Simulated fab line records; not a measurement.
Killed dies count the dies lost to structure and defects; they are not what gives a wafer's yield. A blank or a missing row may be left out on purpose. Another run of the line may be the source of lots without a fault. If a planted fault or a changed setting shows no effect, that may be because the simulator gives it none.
fab line records ; flow nand_harc ; part 2 of 2: steps 24 to 29 of 29
[record] lots = 5; wafers = 15; last_day = 33
route steps=1302 shown A_CONTACT@1056
lots that met no fault: from a run of the same line without faults
start_h: hours from the record's opening day to when the first of the lot's shown wafers began ; wait_h: hours since the lot's step before ; " as in the row above ; L1.1+2: a single row standing in for several wafers ; - value missing, or start not given ; * or withheld: withheld ; < > ~ a bound
route shown NAME@n: a module of which the file shows steps, and the number in the route of the first ; usual: mean/standard deviation taken from wafers without a fault ; same: alike in all rows ; chamber/n: place in a boat ; sites: the reading at each site ; _std_site: standard deviation of those values ; _edge_site: outer sites' mean less inner sites' ; radius_mm: how far each site lies from the wafer's centre ; mask NAME#n: copy n ; behind: the last tool/chamber to shape the wafer ; hold: why the lot went on hold/how many hours it stayed there/how the hold came to an end ; device: transistor that didn't switch, given as n, p or np ; end of line: tests of these same wafers at the route's end ; a step with no rows: only its recipe ; killed: dies that structure and defects cost at the first sort, which is not the same as the wafer's yield ; map: the dies of a wafer, with x for killed, . for not killed, _ for no die there
set.NAME: the setting the step ran with; set.NAME@STEP: the setting that earlier step ran with ; model.NAME: the simulator's own value behind a step, which no gauge read
certain route steps with their lots: each step a table, each wafer a row
services: a tool's chamber out of use, with start hour (start_h, from the record's first day; less than 0 if before it), hours out, and reason
[[steps]]
[step NHARC_A_CONTACT_OVL_MEAS_09]
[usual] overlay_x_nm = -0.1/0.76; overlay_y_nm = 0.3/0.86
lot.wafer;tool;chamber;start_h;wait_h;overlay_x_nm;overlay_y_nm
L083.1;overlay-01;-;609.58;-;-0.7;0.9
L083.2;overlay-01;-;609.58;-;-1.4;1.0
L083.3;overlay-01;-;609.58;-;-1.1;0.8
L092.1;overlay-01;-;705.95;-;-1.4;0.4
L092.3;overlay-01;-;705.95;-;-1.4;0.3
L092.4;overlay-01;-;705.95;-;-1.5;-0.1
L093.2;overlay-01;-;714.02;-;0.9;0.5
L093.3;overlay-01;-;714.02;-;1.2;0.4
L093.4;overlay-01;-;714.02;-;1.2;1.1
L095.4;overlay-02;-;719.20;-;0.3;1.0
L095.5;overlay-02;-;719.20;-;0.6;0.5
L095.6;overlay-02;-;719.20;-;0.8;0.7
L096.3;overlay-01;-;743.40;-;-1.7;-0.3
L096.4;overlay-01;-;743.40;-;-1.7;0.5
L096.5;overlay-01;-;743.40;-;-2.1;-0.1
[step NHARC_A_CONTACT_INSPECT_10]
[usual] raw_defect_count = 89/34
lot.wafer;tool;chamber;start_h;wait_h;raw_defect_count
L083.1;defect_inspect-02;-;609.61;0.0;154
L083.2;defect_inspect-02;-;609.61;0.0;151
L083.3;defect_inspect-02;-;609.61;0.0;139
L092.1;defect_inspect-01;-;705.98;0.0;124
L092.3;defect_inspect-01;-;705.98;0.0;99
L092.4;defect_inspect-01;-;705.98;0.0;132
L093.2;defect_inspect-02;-;714.06;0.0;100
L093.3;defect_inspect-02;-;714.06;0.0;106
L093.4;defect_inspect-02;-;714.06;0.0;108
L095.4;defect_inspect-01;-;719.23;0.0;78
L095.5;defect_inspect-01;-;719.23;0.0;68
L095.6;defect_inspect-01;-;719.23;0.0;63
L096.3;defect_inspect-01;-;743.43;0.0;68
L096.4;defect_inspect-01;-;743.43;0.0;68
L096.5;defect_inspect-01;-;743.43;0.0;66
[step NHARC_A_CONTACT_DESCUM_13]
[recipe] time_s = 3; o2_flow_sccm = 200; ar_flow_sccm = 0; bias_power_w = 0; chemistry = O2
[usual] drypump_motor_current_A = 6.0/0.57; oes_product_au = 0.996/0.0094; rf_vpp_V = 57.7/0.87; showerhead_plenum_p_Torr = 1.91/0.085; throttle_valve_pct = 11.313/0.0087
lot.wafer;tool;chamber;start_h;wait_h;drypump_motor_current_A;oes_product_au;rf_hours_counter_h;rf_vpp_V;showerhead_plenum_p_Torr;throttle_valve_pct
L083.2;rie_diel-05;0;609.68;0.1;5.7;1.013;4;58.1;1.88;11.326
L083.3;rie_diel-05;1;609.68;0.1;6.1;0.980;4;57.3;1.77;11.309
L083.1;rie_diel-05;2;609.68;0.1;5.4;0.995;3;57.6;1.89;11.309
L092.1;rie_diel-04;1;706.05;0.1;6.4;0.999;28;58.9;2.06;11.314
L092.4;rie_diel-04;2;706.05;0.1;6.4;1.003;30;57.6;1.89;11.291
L092.3;rie_diel-04;0;706.05;0.1;4.8;1.006;26;57.8;1.83;11.314
L093.2;rie_diel-05;2;714.12;0.1;5.4;0.994;41;58.1;1.88;11.296
L093.4;rie_diel-05;3;714.12;0.1;5.7;0.994;36;57.2;1.94;11.312
L093.3;rie_diel-05;0;714.12;0.1;5.7;0.999;41;57.2;1.86;11.319
L095.4;rie_diel-05;1;719.31;0.1;6.2;0.976;42;56.5;1.76;11.304
L095.6;rie_diel-05;3;719.31;0.1;5.7;0.999;-;57.7;1.94;11.310
L095.5;rie_diel-05;0;719.31;0.1;5.7;0.994;-;57.4;1.86;11.315
L096.3;rie_diel-04;2;743.49;0.1;6.4;1.011;6;56.0;1.88;11.324
L096.4;rie_diel-04;2;743.49;0.1;6.4;1.000;-;57.4;1.88;11.316
L096.5;rie_diel-04;1;743.49;0.1;6.4;1.002;-;57.9;2.06;11.303
[step NHARC_A_CONTACT_ETCH_88]
[recipe] target_depth_a = 390; over_etch_frac = 0.3; time_s = 65; ion_energy_ev = 80; cf4_flow_sccm = 150; ar_flow_sccm = 0; rf_w = 300; bias_w = 100; chemistry = CF4
[usual] drypump_motor_current_A = 5.9/0.58; oes_product_au = 0.997/0.0089; rf_vpp_V = 151.2/1.2; showerhead_plenum_p_Torr = 1.76/0.072; throttle_valve_pct = 13.285/0.01
lot.wafer;tool;chamber;start_h;wait_h;drypump_motor_current_A;oes_product_au;rf_hours_counter_h;rf_vpp_V;showerhead_plenum_p_Torr;throttle_valve_pct
L083.1;rie_diel-05;1;609.76;0.1;6.1;0.996;4;149.3;1.65;13.298
L083.3;rie_diel-05;2;609.76;0.1;5.4;0.999;3;151.9;1.75;13.280
L083.2;rie_diel-05;0;609.76;0.1;5.7;1.008;4;151.1;1.74;13.277
L092.1;rie_diel-04;0;706.13;0.1;4.8;0.991;26;150.7;1.69;13.289
L092.4;rie_diel-04;2;706.13;0.1;6.4;0.994;30;151.1;1.75;13.278
L092.3;rie_diel-04;3;706.13;0.1;6.4;0.986;28;149.9;1.72;13.279
L093.3;rie_diel-05;1;714.21;0.1;6.1;0.989;41;148.9;1.64;13.280
L093.4;rie_diel-05;2;714.21;0.1;5.4;0.982;41;150.9;1.74;13.283
L093.2;rie_diel-05;3;714.21;0.1;5.8;0.990;36;152.2;1.79;13.290
L095.4;rie_diel-05;0;719.38;0.1;5.7;0.988;42;150.4;1.73;13.277
L095.6;rie_diel-05;0;719.38;0.1;5.7;0.999;-;152.1;1.73;13.275
L095.5;rie_diel-05;1;719.38;0.1;6.1;0.973;-;149.8;1.64;13.308
L096.3;rie_diel-04;3;743.61;0.1;6.5;0.994;5;151.3;1.72;13.273
L096.5;rie_diel-04;2;743.61;0.1;6.4;1.006;-;150.8;1.74;13.289
L096.4;rie_diel-04;3;743.61;0.1;6.5;1.006;-;151.2;1.72;13.308
[step NHARC_A_CONTACT_ETCH_89]
[recipe] target_depth_a = 2600; over_etch_frac = 0.3; time_s = 475.3; ion_energy_ev = 200; n2_flow_sccm = 150; h2_flow_sccm = 150; ar_flow_sccm = 0; rf_w = 400; bias_w = 150; chemistry = N2/H2
[usual] drypump_motor_current_A = 5.9/0.57; oes_product_au = 0.997/0.0096; rf_vpp_V = 430.4/2.7; showerhead_plenum_p_Torr = 2.04/0.093; throttle_valve_pct = 14.170/0.0099
lot.wafer;tool;chamber;start_h;wait_h;drypump_motor_current_A;oes_product_au;rf_hours_counter_h;rf_vpp_V;showerhead_plenum_p_Torr;throttle_valve_pct
L083.2;rie_diel-05;3;-;-;5.8;1.005;3;431.4;2.08;14.167
L083.1;rie_diel-05;0;-;-;5.7;1.002;4;429.2;2.00;14.169
L083.3;rie_diel-05;2;-;-;5.4;1.000;3;430.0;2.01;14.180
L092.3;rie_diel-04;3;-;-;6.5;1.009;28;428.6;1.98;14.168
L092.1;rie_diel-04;0;-;-;4.8;1.004;26;427.6;1.95;14.171
L092.4;rie_diel-04;2;-;-;6.4;0.994;30;429.6;2.01;14.164
L093.4;rie_diel-05;3;-;-;5.7;0.997;36;432.6;2.07;14.163
L093.2;rie_diel-05;1;-;-;6.1;0.979;41;425.0;1.87;14.161
L093.3;rie_diel-05;2;-;-;5.4;0.981;41;429.3;2.00;14.166
L095.4;rie_diel-05;1;-;-;6.1;0.997;42;424.8;1.87;14.176
L095.6;rie_diel-05;1;-;-;6.1;0.989;-;427.5;1.87;14.167
L095.5;rie_diel-05;2;-;-;5.4;1.003;-;429.0;2.00;14.176
L096.3;rie_diel-04;2;-;-;6.4;0.990;6;429.1;2.01;14.181
L096.4;rie_diel-04;1;-;-;6.5;0.998;-;436.0;2.20;14.172
L096.5;rie_diel-04;3;-;-;6.4;0.991;-;428.9;1.98;14.150
[step NHARC_A_CONTACT_ETCH_30]
[recipe] target_depth_a = 726; time_s = 36.3; cf4_flow_sccm = 100; chf3_flow_sccm = 30; ar_flow_sccm = 0; rf_w = 500; bias_w = 200; chemistry = CF4/CHF3
[usual] drypump_motor_current_A = 6.0/0.56; oes_product_au = 0.933/0.021; rf_vpp_V = 370.4/2.3; showerhead_plenum_p_Torr = 1.57/0.066; throttle_valve_pct = 16.802/0.0097
lot.wafer;tool;chamber;start_h;wait_h;drypump_motor_current_A;oes_product_au;rf_hours_counter_h;rf_vpp_V;showerhead_plenum_p_Torr;throttle_valve_pct
L083.2;rie_diel-05;0;-;-;5.7;0.965;4;371.0;1.54;16.795
L083.3;rie_diel-05;1;-;-;6.1;0.956;4;366.4;1.46;16.794
L083.1;rie_diel-05;2;-;-;5.4;0.969;3;370.5;1.56;16.808
L092.4;rie_diel-04;3;-;-;6.4;0.921;28;369.5;1.53;16.805
L092.1;rie_diel-04;0;-;-;4.8;0.922;27;368.1;1.51;16.806
L092.3;rie_diel-04;2;-;-;6.4;0.925;30;369.6;1.55;16.806
L093.4;rie_diel-05;3;-;-;5.7;0.912;37;371.5;1.60;16.799
L093.3;rie_diel-05;0;-;-;5.7;0.915;41;370.7;1.54;16.812
L093.2;rie_diel-05;2;-;-;5.4;0.906;41;369.5;1.55;16.814
L095.4;rie_diel-05;3;-;-;5.7;0.907;40;372.6;1.60;16.829
L095.5;rie_diel-05;2;-;-;5.4;0.916;-;368.5;1.54;16.808
L095.6;rie_diel-05;3;-;-;5.8;0.914;-;371.6;1.60;16.794
L096.3;rie_diel-04;3;-;-;6.4;0.918;5;369.7;1.53;16.819
L096.5;rie_diel-04;2;-;-;6.4;0.925;-;370.0;1.55;16.806
L096.4;rie_diel-04;3;-;-;6.4;0.923;-;370.6;1.53;16.801
[[services]]
tool;chamber;start_h;hours;kind
rie_diel-04;-;581.88;0.7;repair
wet_bench-07;-;584.15;6.2;repair
rie_diel-05;-;584.74;9.0;pm
arfi_scanner-01;-;596.00;4.0;pm
rie_diel-03;0;606.54;6.3;repair
wet_bench-05;-;612.80;8.0;pm
rie_diel-04;1;637.44;7.2;repair
rie_diel-03;-;638.00;9.0;pm
rie_diel-05;-;650.31;0.5;repair
rie_diel-04;0;663.33;5.6;repair
acl_dep-03;-;663.85;13.0;pm
pecvd-01;-;673.22;13.0;pm
rie_diel-04;0;674.89;6.6;repair
litho_track-01;-;680.00;7.0;pm
wet_bench-07;-;688.00;8.0;pm
rie_diel-05;1;698.23;15.0;repair
arfi_scanner-03;-;698.45;10.5;repair
arfi_scanner-01;-;701.45;0.6;repair
litho_track-06;-;704.00;7.0;pm
rie_diel-04;-;708.90;9.0;pm
arfi_scanner-03;-;712.00;4.0;pm
rie_diel-03;2;723.05;8.7;repair
litho_track-04;-;728.00;7.0;pm
rie_diel-04;0;737.03;12.1;repair
